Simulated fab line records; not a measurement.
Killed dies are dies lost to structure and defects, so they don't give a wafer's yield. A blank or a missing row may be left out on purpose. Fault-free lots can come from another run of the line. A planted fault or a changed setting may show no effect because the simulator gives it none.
Matching of chambers | flow nand-harc | NHARC_P_M1_CMP_23 on cmp-01 has 4 sister chambers
The step polishes, t overpolish 20 s, target thk 157.82 nm. 4 wafers are shown with their chamber, then 7 later ones without.

== WAFERS WITH THEIR CHAMBER ==
wafer  | chamber | motor-current-A (A)
L773.3 | 3       | 11.9
L773.4 | 2       | 10.6
L775.1 | 0       | 13.0
L775.4 | 1       | 12.9

== WAFERS MISSING THEIR CHAMBER ==
wafer  | motor-current-A (A)
L775.6 | 12.6
L778.3 | 12.4
L778.5 | 13.0
L778.6 | 12.6
L779.2 | 11.8
L779.3 | 13.0
L779.5 | 12.8

== WHICH CHAMBER EACH WENT THROUGH ==
wafer  | from the rows above          | in truth
L775.6 | can't be placed: 1 or 0 or 3 | 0
L778.3 | can't be placed: 1 or 3 or 0 | 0
L778.5 | can't be placed: 0 or 1      | 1
L778.6 | can't be placed: 1 or 0 or 3 | 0
L779.2 | 3                            | 3
L779.3 | can't be placed: 0 or 1      | 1
L779.5 | can't be placed: 1 or 0      | 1
1 of 7 placed correctly. Cannot be placed on the basis of these rows: 6; the candidates contain the true chamber in 6. 0 placed wrongly.
How it was worked out, from the rows above alone: a wafer's distance from a chamber is the root of the sum, over the readings, of the square of ((its reading less the chamber's mean) divided by the reading's scatter). If the next closest chamber is less than 2 further off than the closest, the wafer can't be placed; otherwise it belongs to the closest. Each chamber's mean is taken over the wafers shown for it. The scatter: with one shown wafer a chamber, the root of the mean of the squares of how far each hidden wafer lies from its nearest shown one.
